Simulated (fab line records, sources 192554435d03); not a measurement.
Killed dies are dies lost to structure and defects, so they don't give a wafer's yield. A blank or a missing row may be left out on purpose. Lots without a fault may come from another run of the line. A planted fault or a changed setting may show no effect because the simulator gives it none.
Chamber matching | flow n5_finfet | N5_MOL_CONTACT_COAG_ETCH_106 on rie_diel-05: 4 sister chambers
The step etches SOC in N2/H2, target depth 80 nm, overetch 16 nm, time 120 s. 14 wafers are shown with their chamber, then 7 later ones without.

WAFERS WITH THEIR CHAMBER
wafer  | chamber | throttle_valve_pct (%) | showerhead_plenum_p_Torr (Torr) | oes_product_au (a.u.)
L076.3 | 0       | 17.81                  | 2.47                            | 0.82
L076.4 | 2       | 17.96                  | 2.64                            | 0.64
L076.5 | 0       | 17.82                  | 2.47                            | 0.83
L077.4 | 2       | 17.98                  | 2.64                            | 0.63
L077.5 | 0       | 17.83                  | 2.47                            | 0.81
L077.6 | 1       | 17.17                  | 2.64                            | 0.71
L083.1 | 3       | 18.17                  | 2.61                            | 0.76
L083.3 | 0       | 17.85                  | 2.47                            | 0.80
L083.4 | 2       | 17.99                  | 2.63                            | 0.63
L086.3 | 3       | 18.17                  | 2.60                            | 0.76
L086.4 | 3       | 18.18                  | 2.60                            | 0.75
L086.6 | 1       | 17.21                  | 2.63                            | 0.69
L090.1 | 3       | 18.19                  | 2.60                            | 0.74
L090.2 | 0       | 17.88                  | 2.46                            | 0.78

SIGNATURES (means of the wafers above)
reading                  | chamber 0 | chamber 1 | chamber 2 | chamber 3 | scatter within a chamber
throttle_valve_pct       | 17.8380   | 17.1900   | 17.9767   | 18.1775   | 0.0215
showerhead_plenum_p_Torr | 2.4680    | 2.6350    | 2.6367    | 2.6025    | 0.00521
oes_product_au           | 0.8080    | 0.7000    | 0.6333    | 0.7525    | 0.0142
Rule: a wafer's distance from a chamber is the root of the sum, over the readings, of the square of ((its reading less the chamber's mean) divided by the reading's scatter). The wafer belongs to the nearest chamber; if the next one is less than 2 further off, it can't be placed. The scatter: the root of (the sum of the squares of (reading less its chamber's mean) over the shown wafers, divided by (wafers less chambers)).

WAFERS WITHOUT THEIR CHAMBER
wafer  | throttle_valve_pct (%) | showerhead_plenum_p_Torr (Torr) | oes_product_au (a.u.)
L090.3 | 17.22                  | 2.63                            | 0.69
L092.1 | 18.20                  | 2.60                            | 0.74
L092.3 | 17.89                  | 2.46                            | 0.78
L092.4 | 17.23                  | 2.62                            | 0.68
L094.2 | 17.90                  | 2.46                            | 0.76
L094.3 | 18.20                  | 2.60                            | 0.73
L094.5 | 18.21                  | 2.60                            | 0.74

WHICH CHAMBER EACH WENT THROUGH
wafer  | from the rows above | in truth
L090.3 | 1                   | 1
L092.1 | 3                   | 3
L092.3 | 0                   | 0
L092.4 | 1                   | 1
L094.2 | 0                   | 0
L094.3 | 3                   | 3
L094.5 | 3                   | 3
Placed correctly: 7 of 7. Can't be placed from these rows: 0. Placed wrongly: 0.
